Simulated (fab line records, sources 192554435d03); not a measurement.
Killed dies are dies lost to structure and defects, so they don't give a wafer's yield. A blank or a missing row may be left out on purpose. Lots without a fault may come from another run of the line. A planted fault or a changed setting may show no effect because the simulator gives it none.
Chamber matching | flow n5_finfet | N5_BEOL_M4_ETCH_70 on rie_diel-01: 4 sister chambers
The step etches SOC in N2/H2, target depth 80 nm, overetch 24 nm, time 130 s. 8 wafers are shown with their chamber, then 10 later ones without.

WAFERS WITH THEIR CHAMBER
wafer  | chamber | drypump_motor_current_A (A) | throttle_valve_pct (%)
L077.4 | 2       | 5.86                        | 17.72
L084.1 | 3       | 5.53                        | 17.24
L084.2 | 0       | 5.71                        | 18.06
L086.1 | 1       | 5.48                        | 17.95
L086.5 | 0       | 5.72                        | 18.05
L086.6 | 1       | 5.48                        | 17.94
L092.3 | 3       | 5.50                        | 17.26
L092.4 | 2       | 5.86                        | 17.76

WAFERS WITHOUT THEIR CHAMBER
wafer  | drypump_motor_current_A (A) | throttle_valve_pct (%)
L092.5 | 5.50                        | 17.26
L094.1 | 5.85                        | 17.77
L094.4 | 5.55                        | 17.96
L094.5 | 5.50                        | 17.29
L095.2 | 5.57                        | 17.96
L095.5 | 5.71                        | 18.08
L095.6 | 5.52                        | 17.29
L097.3 | 5.85                        | 17.76
L097.5 | 5.71                        | 18.09
L097.6 | 5.52                        | 17.97

WHICH CHAMBER EACH WENT THROUGH
wafer  | from the rows above | in truth
L092.5 | 3                   | 3
L094.1 | 2                   | 2
L094.4 | 1                   | 1
L094.5 | 3                   | 3
L095.2 | 1                   | 1
L095.5 | 0                   | 0
L095.6 | 3                   | 3
L097.3 | 2                   | 2
L097.5 | 0                   | 0
L097.6 | 1                   | 1
Placed correctly: 10 of 10. Can't be placed from these rows: 0. Placed wrongly: 0.
How it was worked out, from the rows above alone: a wafer's distance from a chamber is the root of the sum, over the readings, of the square of ((its reading less the chamber's mean) divided by the reading's scatter). The wafer belongs to the nearest chamber; if the next one is less than 2 further off, it can't be placed. A chamber's mean is the mean of its shown wafers. The scatter: the root of (the sum of the squares of (reading less its chamber's mean) over the shown wafers, divided by (wafers less chambers)).
